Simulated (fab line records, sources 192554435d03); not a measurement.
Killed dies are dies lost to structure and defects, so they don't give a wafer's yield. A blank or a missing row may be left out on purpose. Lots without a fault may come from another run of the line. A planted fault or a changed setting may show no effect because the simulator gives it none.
fab line records | flow n5_finfet | part 1 of 2: steps 1 to 22 of 33
record lots=5 wafers=15 last_day=15
route steps=1938 shown BEOL_M0_SAQP@678 BEOL_M0_CUTY@701
lots that met no fault: from a run of the same line without faults
start_h: hours from the record's first day to the start of the lot's first wafer shown | wait_h: hours since the lot's step before | " the same as in the row above | L1.1+2: a row that stands for several wafers | - no value, or no start given | * or withheld: withheld | < > ~ a bound
route shown NAME@n: a module of which the file shows steps, and the number in the route of the first | usual: mean/standard deviation of fault-free wafers | same: alike in all rows | chamber/n: place in a boat | sites: the reading at each site | _std_site: their standard deviation | _edge_site: outer sites' mean less inner sites' | radius_mm: how far each site lies from the wafer's centre | mask NAME#n: copy n | behind: the tool/chamber that last shaped the wafer | hold: why the lot was held/for how many hours/how that ended | device: the transistor (n, p or np) that didn't switch | end of line: the same wafers' tests at the end of the route | a step without rows: its recipe alone | killed: dies lost to structure and defects at the first sort, not the wafer's yield | map: a wafer's dies, x killed, . not, _ none there
set.NAME: the setting as run; set.NAME@STEP: as run at that earlier step | model.NAME: the simulator's own value behind a step, which no gauge read
lots at some steps of the route; a table a step, a row a wafer
services: from which hour (start_h, from the record's first day; less than 0 if before it) a tool's chamber was out of use, for how many hours, and why
## steps
# step N5_BEOL_M0_SAQP_MANDREL2_REMOVE_110
# recipe chemistry=HBr/Cl2/O2 bt_time_s=10 target=a-Si stop_on=SiCN endpoint=OES-SiCl over_etch_frac=1 icp_w=600 bias_w=30 HBr_flow_sccm=150 Cl2_flow_sccm=80 O2_flow_sccm=5 pressure_mtorr=10
# usual drypump_motor_current_A=5.7/0.32 oes_o_777_au=0.988/0.03 oes_product_au=0.991/0.013 throttle_valve_pct=36.68/0.28
# columns lot.wafer tool chamber start_h wait_h drypump_motor_current_A oes_o_777_au oes_product_au rf_hours_counter_h throttle_valve_pct
L074.1 rie_si-01 1 108.00 0.1 5.2 0.941 0.980 126 36.81
L074.2 " 3 " " 5.9 0.955 0.969 197 36.33
L074.6 " 3 " " 5.9 0.949 0.976 - 36.35
L075.1 rie_si-06 1 128.87 0.1 5.7 1.008 1.003 34 36.91
L075.4 " 0 " " 6.3 0.990 0.999 6 36.90
L075.6 " 0 " " 6.3 0.994 1.002 - 36.89
L083.1 rie_si-06 0 165.18 0.1 6.3 0.991 1.014 7 36.90
L083.4 " 2 " " 5.7 0.965 0.988 11 36.21
L083.5 " 3 " " 5.4 0.932 0.981 - 37.14
L086.1 rie_si-01 3 187.86 0.1 5.9 0.998 1.005 1 36.57
L086.2 " 0 " " 5.0 1.068 1.002 0 36.58
L086.3 " 1 " " 5.2 0.937 0.976 128 36.80
L090.1 rie_si-05 3 211.06 0.1 5.8 1.021 0.987 24 36.77
L090.4 " 2 " " 5.9 0.966 0.969 70 36.63
L090.6 " 2 " " 5.9 0.965 0.987 - 36.62
# step N5_BEOL_M0_SAQP_CD_MEAS_29
# recipe target_cd_nm=14.4 landing_energy_ev=1000 detector=se_inlens
# usual cd_nm=14.98/0.2
# columns lot.wafer tool chamber start_h wait_h cd_nm
L074.1 cd_sem-03 0 108.11 0.1 14.89
L074.2 " 0 " " 15.08
L074.6 " 0 " " 14.88
L075.1 cd_sem-01 0 128.98 0.1 15.39
L075.4 " 0 " " 14.65
L075.6 " 0 " " 15.06
L083.1 cd_sem-01 0 165.29 0.1 14.94
L083.4 " 0 " " 14.80
L083.5 " 0 " " 14.67
L086.1 cd_sem-01 0 187.97 0.1 15.14
L086.2 " 0 " " 14.85
L086.3 " 0 " " 14.79
L090.1 cd_sem-02 0 211.17 0.1 14.63
L090.4 " 0 " " 14.54
L090.6 " 0 " " 14.86
# step N5_BEOL_M0_SAQP_COAT_69
# recipe resist=SOC temp_c=250 time_s=60 spin_rpm=1500 resist_thk_nm=90
# columns lot.wafer tool chamber start_h wait_h
L074.1+2+6 litho_track-02 0 108.15 0.0
L075.1+4+6 litho_track-05 0 129.02 0.0
L083.1+4+5 litho_track-01 0 165.33 0.0
L086.1+2+3 litho_track-01 0 188.01 0.0
L090.1+4+6 litho_track-01 0 211.21 0.0
# step N5_BEOL_M0_SAQP_COAT_72
# recipe resist=SiARC temp_c=220 time_s=60 spin_rpm=1500 resist_thk_nm=15
# columns lot.wafer tool chamber start_h wait_h
L074.1+2+6 litho_track-02 0 - -
L075.1+4+6 litho_track-05 0 - -
L083.1+4+5 litho_track-01 0 - -
L086.1+2+3 litho_track-01 0 - -
L090.1+4+6 litho_track-01 0 - -
# step N5_BEOL_M0_SAQP_COAT_87
# recipe resist=underlayer temp_c=205 time_s=60 spin_rpm=1500 resist_thk_nm=5
# columns lot.wafer tool chamber start_h wait_h
L074.1+2+6 litho_track-02 0 - -
L075.1+4+6 litho_track-05 0 - -
L083.1+4+5 litho_track-01 0 - -
L086.1+2+3 litho_track-01 0 - -
L090.1+4+6 litho_track-01 0 - -
# step N5_BEOL_M0_SAQP_COAT_34
# recipe resist=CAR-EUV spin_rpm=1500 resist_thk_nm=30
# columns lot.wafer tool chamber start_h wait_h
L074.1+2+6 litho_track-02 0 - -
L075.1+4+6 litho_track-05 0 - -
L083.1+4+5 litho_track-01 0 - -
L086.1+2+3 litho_track-01 0 - -
L090.1+4+6 litho_track-01 0 - -
# step N5_BEOL_M0_SAQP_EBR_36
# recipe solvent=PGMEA ebr_width_mm=1.5
# columns lot.wafer tool chamber start_h wait_h
L074.1+2+6 litho_track-02 0 - -
L075.1+4+6 litho_track-05 0 - -
L083.1+4+5 litho_track-01 0 - -
L086.1+2+3 litho_track-01 0 - -
L090.1+4+6 litho_track-01 0 - -
# step N5_BEOL_M0_SAQP_SOFTBAKE_35
# recipe temp_c=110 time_s=60 resist=CAR-EUV
# columns lot.wafer tool chamber start_h wait_h
L074.1+2+6 litho_track-02 0 - -
L075.1+4+6 litho_track-05 0 - -
L083.1+4+5 litho_track-01 0 - -
L086.1+2+3 litho_track-01 0 - -
L090.1+4+6 litho_track-01 0 - -
# step N5_BEOL_M0_SAQP_EXPOSE_37
# recipe mask_id=M0_CUT1 na=0.33 source_shape=annular sigma_inner=0.35 sigma_outer=0.8 polarization=unpolarized target_cd_nm=30 dose_mj=44.75
# usual focus_offset_nm=-0.1/0.61 stage_msd_nm=0.880/0.0062
# same sigma_outer=0.8
# columns lot.wafer tool chamber start_h wait_h mask focus_offset_nm stage_msd_nm
L074.1 euv_scanner-01 0 108.29 - M0_CUT1#0 1.3 0.873
L074.2 " 0 " " M0_CUT1#0 1.2 0.868
L074.6 " 0 " " M0_CUT1#0 0.8 0.870
L075.1 euv_scanner-01 0 129.16 - M0_CUT1#0 -0.3 0.869
L075.4 " 0 " " M0_CUT1#0 -0.4 0.871
L075.6 " 0 " " M0_CUT1#0 -0.9 0.870
L083.1 euv_scanner-01 0 165.59 - M0_CUT1#0 -0.8 0.878
L083.4 " 0 " " M0_CUT1#0 0.6 0.880
L083.5 " 0 " " M0_CUT1#0 -0.2 0.875
L086.1 euv_scanner-02 0 188.27 - M0_CUT1#0 -0.7 0.878
L086.2 " 0 " " M0_CUT1#0 -0.6 0.878
L086.3 " 0 " " M0_CUT1#0 -0.8 0.879
L090.1 euv_scanner-02 0 211.47 - M0_CUT1#0 0.0 0.879
L090.4 " 0 " " M0_CUT1#0 0.7 0.882
L090.6 " 0 " " M0_CUT1#0 0.3 0.877
# step N5_BEOL_M0_SAQP_PEB_38
# recipe peb_temp_c=100 peb_time_s=60 resist=CAR-EUV
# columns lot.wafer tool chamber start_h wait_h
L074.1+2+6 litho_track-05 0 108.35 0.1
L075.1+4+6 litho_track-05 0 129.22 0.1
L083.1+4+5 litho_track-02 0 165.65 0.1
L086.1+2+3 litho_track-01 0 188.34 0.1
L090.1+4+6 litho_track-01 0 211.53 0.1
# step N5_BEOL_M0_SAQP_DEVELOP_39
# recipe develop_time_s=30 developer=TMAH resist=CAR-EUV rinse_liquid=surfactant_rinse dry=air_spin dev_temp_c=23
# columns lot.wafer tool chamber start_h wait_h
L074.1+2+6 litho_track-05 0 - -
L075.1+4+6 litho_track-05 0 - -
L083.1+4+5 litho_track-02 0 - -
L086.1+2+3 litho_track-01 0 - -
L090.1+4+6 litho_track-01 0 - -
# step N5_BEOL_M0_SAQP_CD_MEAS_40
# recipe target_cd_nm=30 landing_energy_ev=500 detector=se_inlens
# usual cd_nm=30.00/0.24
# columns lot.wafer tool chamber start_h wait_h cd_nm
L074.1 cd_sem-01 0 108.42 - 30.05
L074.2 " 0 " " 29.92
L074.6 " 0 " " 30.11
L075.1 cd_sem-03 0 129.29 - 30.10
L075.4 " 0 " " 29.95
L075.6 " 0 " " 30.07
L083.1 cd_sem-03 0 165.72 - 29.89
L083.4 " 0 " " 30.01
L083.5 " 0 " " 29.71
L086.1 cd_sem-03 0 188.40 - 29.97
L086.2 " 0 " " 30.09
L086.3 " 0 " " 30.03
L090.1 cd_sem-02 0 211.60 - 30.28
L090.4 " 0 " " 30.18
L090.6 " 0 " " 29.73
# step N5_BEOL_M0_SAQP_OVL_MEAS_41
# recipe points_per_wafer=522
# usual M0_CUT1_OVL=-0.3/0.72
# columns lot.wafer tool chamber start_h wait_h M0_CUT1_OVL[nm]
L074.1 overlay-01 0 108.45 0.0 1.2
L074.2 " 0 " " 0.9
L074.6 " 0 " " 1.3
L075.1 overlay-02 0 129.32 0.0 0.3
L075.4 " 0 " " -0.1
L075.6 " 0 " " 0.2
L083.1 overlay-01 0 165.75 0.0 0.0
L083.4 " 0 " " 0.9
L083.5 " 0 " " 0.6
L086.1 overlay-02 0 188.43 0.0 -1.1
L086.2 " 0 " " -0.9
L086.3 " 0 " " -0.1
L090.1 overlay-01 0 211.63 0.0 -1.3
L090.4 " 0 " " -0.6
L090.6 " 0 " " -0.4
# step N5_BEOL_M0_SAQP_INSPECT_42
# recipe mode=adi inspect_instrument=brightfield
# usual raw_defect_count=275/76
# columns lot.wafer tool chamber start_h wait_h raw_defect_count
L074.1 defect_inspect-01 - 108.51 0.1 162
L074.2 " - " " 181
L074.6 " - " " 214
L075.1 defect_inspect-02 - 129.38 0.1 340
L075.4 " - " " 466
L075.6 " - " " 228
L083.1 defect_inspect-02 - 165.81 0.1 386
L083.4 " - " " 358
L083.5 " - " " 288
L086.1 defect_inspect-01 - 188.49 0.1 193
L086.2 " - " " 365
L086.3 " - " " 228
L090.1 defect_inspect-01 - 211.69 0.1 336
L090.4 " - " " 201
L090.6 " - " " 302
# step N5_BEOL_M0_SAQP_DESCUM_45
# recipe chemistry=O2 time_s=7 source_power_w=50 bias_power_w=20 pressure_mtorr=20 rf_frequency_hz=2.712e+07 temp_c=40 resist=CAR-EUV o2_flow_sccm=225
# usual drypump_motor_current_A=5.9/0.42 oes_product_au=0.82/0.088 rf_vpp_V=243.4/1.6 showerhead_plenum_p_Torr=2.11/0.083 temp_c=40.01/0.12 throttle_valve_pct=20.37/0.24
# columns lot.wafer tool chamber start_h wait_h drypump_motor_current_A oes_product_au rf_hours_counter_h rf_vpp_V showerhead_plenum_p_Torr temp_c throttle_valve_pct
L074.1 rie_diel-02 2 108.79 0.3 6.2 0.77 164 243.3 2.00 39.99 20.70
L074.2 " 3 " " 5.6 0.67 242 241.5 1.98 40.17 20.62
L074.6 " 3 " " 5.6 0.68 - 241.1 1.98 40.27 20.61
L075.1 rie_diel-02 1 129.94 0.6 6.2 0.77 131 243.3 2.19 39.81 20.06
L075.4 " 1 " " 6.2 0.77 - 245.1 2.19 40.06 20.04
L075.6 " 0 " " 6.0 0.86 - 245.3 2.22 40.01 20.08
L083.1 rie_diel-03 0 165.85 0.0 6.6 0.91 17 242.2 2.05 39.97 20.29
L083.4 " 1 " " 5.9 0.74 - 244.7 2.18 39.78 20.64
L083.5 " 0 " " 6.7 0.91 - 241.1 2.05 39.95 20.30
L086.1 rie_diel-02 1 188.96 0.5 6.2 0.75 154 244.2 2.18 40.14 20.08
L086.2 " 3 " " 5.5 0.95 12 245.5 2.24 40.04 20.29
L086.3 " 2 " " 6.2 0.74 192 241.0 1.99 40.21 20.75
L090.1 rie_diel-03 2 211.72 0.0 5.3 0.74 157 241.0 2.01 40.08 20.55
L090.4 " 1 " " 5.9 0.72 177 245.0 2.17 40.00 20.66
L090.6 " 2 " " 5.3 0.75 - 241.2 2.01 40.19 20.54
# step N5_BEOL_M0_SAQP_ETCH_88
# recipe chemistry=N2/H2 target=underlayer target_depth_a=65 time_s=5.2 ion_energy_ev=200 mask_material=CAR-EUV pressure_mtorr=30 source_w=840 bias_w=150 n2_flow_sccm=200 h2_flow_sccm=200 ends=cleared
# usual drypump_motor_current_A=5.9/0.42 etch_rf_on_time_s=5.19/0.089 oes_product_au=0.69/0.075 rf_vpp_V=524.6/2.9 showerhead_plenum_p_Torr=2.57/0.098 throttle_valve_pct=17.82/0.29
# columns lot.wafer tool chamber start_h wait_h drypump_motor_current_A etch_rf_on_time_s oes_product_au rf_hours_counter_h rf_vpp_V showerhead_plenum_p_Torr throttle_valve_pct
L074.1 rie_diel-02 2 108.82 0.0 6.2 5.17 0.65 164 521.1 2.43 18.17
L074.2 " 3 " " 5.6 5.22 0.58 242 522.0 2.40 18.00
L074.6 " 3 " " 5.6 5.23 0.59 - 519.8 2.40 18.00
L075.1 rie_diel-02 1 129.98 0.0 6.2 5.16 0.65 131 526.3 2.66 17.46
L075.4 " 1 " " 6.3 5.16 0.66 - 527.2 2.66 17.50
L075.6 " 0 " " 6.0 5.14 0.73 - 530.2 2.69 17.45
L083.1 rie_diel-03 0 165.88 0.0 6.7 5.11 0.77 17 521.3 2.50 17.75
L083.4 " 1 " " 6.0 5.21 0.63 - 527.1 2.65 18.19
L083.5 " 0 " " 6.7 5.12 0.78 - 520.9 2.49 17.76
L086.1 rie_diel-02 1 189.00 0.0 6.2 5.17 0.63 154 528.1 2.65 17.52
L086.2 " 3 " " 5.6 5.00 0.83 12 526.5 2.71 17.64
L086.3 " 2 " " 6.2 5.17 0.65 192 520.3 2.42 18.22
L090.1 rie_diel-03 2 211.76 0.0 5.3 5.24 0.65 157 520.9 2.45 18.11
L090.4 " 1 " " 6.0 5.26 0.62 177 529.1 2.65 18.22
L090.6 " 2 " " 5.3 5.27 0.63 - 522.4 2.45 18.12
# step N5_BEOL_M0_SAQP_ETCH_73
# recipe chemistry=CF4 target=SiARC target_depth_a=195 mask_material=CAR-EUV time_s=32.5 ion_energy_ev=80 pressure_mtorr=40 source_w=545 bias_w=36 Ar_flow_sccm=100 cf4_flow_sccm=100 ends=cleared
# usual drypump_motor_current_A=5.9/0.42 etch_rf_on_time_s=32.5/0.54 oes_product_au=0.70/0.075 rf_vpp_V=184.4/1.2 showerhead_plenum_p_Torr=2.16/0.079 throttle_valve_pct=15.55/0.25
# columns lot.wafer tool chamber start_h wait_h drypump_motor_current_A etch_rf_on_time_s oes_product_au rf_hours_counter_h rf_vpp_V showerhead_plenum_p_Torr throttle_valve_pct
L074.1 rie_diel-02 2 108.84 0.0 6.2 32.7 0.65 164 183.6 2.06 15.92
L074.2 " 3 " " 5.6 32.7 0.59 242 183.9 2.03 15.85
L074.6 " 3 " " 5.6 32.7 0.59 - 183.7 2.03 15.85
L075.1 rie_diel-02 1 129.99 0.0 6.2 32.2 0.65 131 185.0 2.24 15.33
L075.4 " 1 " " 6.2 32.2 0.66 - 186.2 2.24 15.32
L075.6 " 0 " " 6.1 32.0 0.74 - 185.8 2.26 15.25
L083.1 rie_diel-03 0 165.90 0.0 6.7 32.4 0.77 17 183.1 2.11 15.48
L083.4 " 1 " " 6.0 32.8 0.64 - 184.2 2.22 15.81
L083.5 " 0 " " 6.7 31.9 0.77 - 183.6 2.11 15.46
L086.1 rie_diel-02 1 189.01 0.0 6.2 32.4 0.64 154 185.6 2.23 15.37
L086.2 " 3 " " 5.6 31.2 0.82 12 185.4 2.28 15.41
L086.3 " 2 " " 6.2 33.0 0.64 192 184.1 2.05 15.98
L090.1 rie_diel-03 2 211.78 0.0 5.3 33.3 0.64 157 183.9 2.06 15.72
L090.4 " 1 " " 5.9 33.1 0.62 177 186.8 2.22 15.86
L090.6 " 2 " " 5.3 33.1 0.64 - 182.4 2.06 15.72
# step N5_BEOL_M0_SAQP_CUT_ETCH_46
# recipe chemistry=N2/H2 target=SOC target_depth_a=1350 overetch_a=270 temp_c=40 time_s=202.5 ion_energy_ev=200 mask_material=SiARC pressure_mtorr=30 source_w=840 bias_w=150 n2_flow_sccm=200 h2_flow_sccm=200
# usual drypump_motor_current_A=5.9/0.41 rf_vpp_V=524.7/2.9 showerhead_plenum_p_Torr=2.57/0.098 temp_c=39.98/0.1 throttle_valve_pct=17.78/0.29
# columns lot.wafer tool chamber start_h wait_h drypump_motor_current_A rf_hours_counter_h rf_vpp_V showerhead_plenum_p_Torr temp_c throttle_valve_pct
L074.1 rie_diel-02 2 108.87 0.0 6.2 164 519.8 2.43 39.99 18.16
L074.2 " 3 " " 5.6 243 518.9 2.40 39.90 17.96
L074.6 " 3 " " 5.6 - 520.3 2.40 40.01 17.96
L075.1 rie_diel-02 1 130.02 0.0 6.3 131 527.1 2.66 40.12 17.45
L075.4 " 1 " " 6.2 - 526.6 2.66 39.77 17.45
L075.6 " 0 " " 6.0 - 526.8 2.69 39.96 17.42
L083.1 rie_diel-03 0 165.93 0.0 6.6 17 523.4 2.50 39.83 17.71
L083.4 " 1 " " 5.9 - 526.4 2.65 40.01 18.16
L083.5 " 0 " " 6.7 - 521.4 2.50 40.09 17.70
L086.1 rie_diel-02 1 189.04 0.0 6.2 154 527.6 2.65 39.98 17.49
L086.2 " 3 " " 5.6 12 528.0 2.71 40.15 17.57
L086.3 " 2 " " 6.2 192 520.8 2.42 40.03 18.20
L090.1 rie_diel-03 2 211.81 0.0 5.3 157 519.9 2.45 40.04 18.10
L090.4 " 1 " " 5.9 177 527.0 2.65 39.90 18.20
L090.6 " 2 " " 5.3 - 522.2 2.45 40.01 18.07
# step N5_BEOL_M0_SAQP_STRIP_74
# recipe chemistry=N2/H2 temp_c=40 n2_flow_sccm=200 h2_flow_sccm=200 rf_frequency_hz=6e+07
# columns lot.wafer tool chamber start_h wait_h
L074.1+2+6 rie_diel-02 2,3,3 109.03 0.1
L075.1+4+6 rie_diel-02 1,1,0 130.18 0.1
L083.1+4+5 rie_diel-03 0,1,0 166.09 0.1
L086.1+2+3 rie_diel-02 1,3,2 189.20 0.1
L090.1+4+6 rie_diel-03 2,1,2 211.96 0.1
# step N5_BEOL_M0_SAQP_STRIP_89
# recipe chemistry=N2/H2 temp_c=40 n2_flow_sccm=200 h2_flow_sccm=200 rf_frequency_hz=6e+07
# columns lot.wafer tool chamber start_h wait_h
L074.1+2+6 rie_diel-02 2,3,3 109.04 0.0
L075.1+4+6 rie_diel-02 1,1,0 130.19 0.0
L083.1+4+5 rie_diel-03 0,1,0 166.10 0.0
L086.1+2+3 rie_diel-02 1,3,2 189.21 0.0
L090.1+4+6 rie_diel-03 2,1,2 211.97 0.0
# step N5_BEOL_M0_SAQP_ALD_48
# recipe material=SiO2 target_thk_a=200 temp_c=100 ald_precursor_family=BDEAS ald_co_reactant=O2-plasma pulse_time_s=1 co_reactant_pulse_time_s=1 purge_time_s=2 co_reactant_purge_time_s=2 ald_cycles=139 pressure_torr=2
# usual heater_power_w=77/5.5 precursor_pulse_height_rel=1.000/0.02
# columns lot.wafer tool chamber start_h wait_h heater_power_w precursor_pulse_height_rel
L074.1 ald_sin-02 1 109.50 0.5 79 1.031
L074.2 " 0 " " 78 1.003
L074.6 " 0 " " 81 1.019
L075.1 ald_sin-01 2 131.59 1.4 81 0.955
L075.4 " 0 " " 76 1.013
L075.6 " 1 " " 75 0.998
L083.1 ald_sin-03 2 166.31 0.2 79 0.980
L083.4 " 3 " " 94 0.990
L083.5 " 3 " " 92 0.959
L086.1 ald_sin-03 2 189.41 0.2 80 0.992
L086.2 " 1 " " 79 0.998
L086.3 " 0 " " 70 1.024
L090.1 ald_sin-02 3 212.01 0.0 73 0.986
L090.4 " 2 " " 76 0.992
L090.6 " 2 " " 76 1.013
# step N5_BEOL_M0_SAQP_ETCH_49
# recipe chemistry=CF4/O2 target_depth_a=370 target=SiO2 pressure_mtorr=40 source_w=535 bias_w=49 Ar_flow_sccm=100 cf4_flow_sccm=100 O2_flow_sccm=10 ion_energy_ev=100
# usual drypump_motor_current_A=5.9/0.43 oes_o_777_au=0.81/0.085 oes_product_au=0.81/0.089 rf_vpp_V=241.6/2.8 showerhead_plenum_p_Torr=2.23/0.08 throttle_valve_pct=15.81/0.24
# columns lot.wafer tool chamber start_h wait_h drypump_motor_current_A oes_o_777_au oes_product_au rf_hours_counter_h rf_vpp_V showerhead_plenum_p_Torr throttle_valve_pct
L074.1 rie_diel-03 2 110.08 0.3 5.3 0.78 0.79 121 241.0 2.13 15.88
L074.2 " 1 " " 5.9 0.77 0.76 140 241.3 2.30 16.01
L074.6 " 3 " " 5.3 0.69 0.68 - 245.4 2.18 16.24
L075.1 rie_diel-06 0 132.12 0.3 5.9 0.69 0.69 225 237.3 2.18 16.02
L075.4 " 2 " " 5.2 0.91 0.91 27 245.5 2.25 15.68
L075.6 " 1 " " 6.2 0.96 0.97 - 236.5 2.26 15.48
L083.1 rie_diel-03 2 166.94 0.4 5.3 0.77 0.76 141 240.5 2.12 15.91
L083.4 " 0 " " 6.7 0.89 0.90 17 243.9 2.17 15.71
L083.5 " 2 " " 5.3 0.77 0.76 - 240.5 2.12 15.93
L086.1 rie_diel-03 0 189.93 0.3 6.6 0.87 0.89 27 245.3 2.17 15.74
L086.2 " 2 " " 5.3 0.75 0.75 151 240.3 2.12 15.93
L086.3 " 1 " " 6.0 0.74 0.74 170 241.0 2.29 16.07
L090.1 rie_diel-06 1 212.53 0.3 6.2 0.89 0.90 26 238.5 2.25 15.52
L090.4 " 2 " " 5.3 0.87 0.86 47 244.8 2.24 15.72
L090.6 " 2 " " 5.3 0.87 0.86 - 245.1 2.24 15.73
